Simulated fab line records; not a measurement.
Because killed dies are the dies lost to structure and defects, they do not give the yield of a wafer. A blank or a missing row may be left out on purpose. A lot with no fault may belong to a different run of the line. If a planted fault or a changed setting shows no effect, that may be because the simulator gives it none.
Matching of chambers	flow n5-finfet	N5_BEOL_M8_ETCH_65 on rie-diel-02: 4 sister chambers
The step etches SiARC in CF4, target depth 15.6 nm, time 26 s. 16 wafers are shown with their chamber, then 8 later ones without.

WAFERS WITH THEIR CHAMBER
wafer	chamber	showerhead-plenum-p-Torr (Torr)	throttle-valve-pct (%)	oes-product-au (a.u.)
L077.2	2	2.19	15.74	0.79
L077.3	3	2.16	15.62	0.67
L077.4	1	2.03	15.59	0.58
L078.1	2	2.19	15.75	0.79
L078.2	3	2.16	15.60	0.67
L078.5	2	2.19	15.75	0.79
L080.1	2	2.18	15.74	0.78
L080.3	3	2.16	15.63	0.66
L080.5	0	2.15	15.24	0.67
L082.3	1	2.03	15.62	0.58
L082.4	0	2.15	15.25	0.66
L082.5	2	2.18	15.78	0.77
L084.2	2	2.18	15.80	0.75
L084.5	3	2.15	15.67	0.65
L084.6	0	2.14	15.27	0.66
L085.3	3	2.15	15.64	0.65

SIGNATURES (averages over the wafers above)
reading	chamber 0	chamber 1	chamber 2	chamber 3	scatter within a chamber
showerhead-plenum-p-Torr	2.1467	2.0300	2.1850	2.1560	0.0053
throttle-valve-pct	15.2533	15.6050	15.7600	15.6320	0.0234
oes-product-au	0.6633	0.5800	0.7783	0.6600	0.0121
Rule: for a wafer and a chamber, the distance is found by dividing, reading by reading, the gap between the wafer's reading and the chamber's mean by the reading's scatter, squaring, summing and taking the root. If the next closest chamber is less than 2 further off than the closest, the wafer can't be placed; otherwise it belongs to the closest. The scatter: the root of (the sum of the squares of (reading less its chamber's mean) over the shown wafers, divided by (wafers less chambers)).

WAFERS WITH NO CHAMBER GIVEN
wafer	showerhead-plenum-p-Torr (Torr)	throttle-valve-pct (%)	oes-product-au (a.u.)
L085.4	2.14	15.27	0.66
L085.6	2.15	15.65	0.65
L091.1	2.15	15.68	0.65
L091.4	2.28	15.15	0.83
L091.5	2.18	15.80	0.75
L090.3	2.18	15.81	0.75
L090.5	2.18	15.80	0.75
L090.6	2.15	15.69	0.65

WHICH CHAMBER EACH WENT THROUGH
wafer	from the rows above	in truth
L085.4	0	0
L085.6	3	3
L091.1	3	3
L091.4	0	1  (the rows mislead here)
L091.5	2	2
L090.3	2	2
L090.5	2	2
L090.6	3	3
7 of 8 placed correctly. Can't be placed from these rows: 0. Placed wrongly: 1.
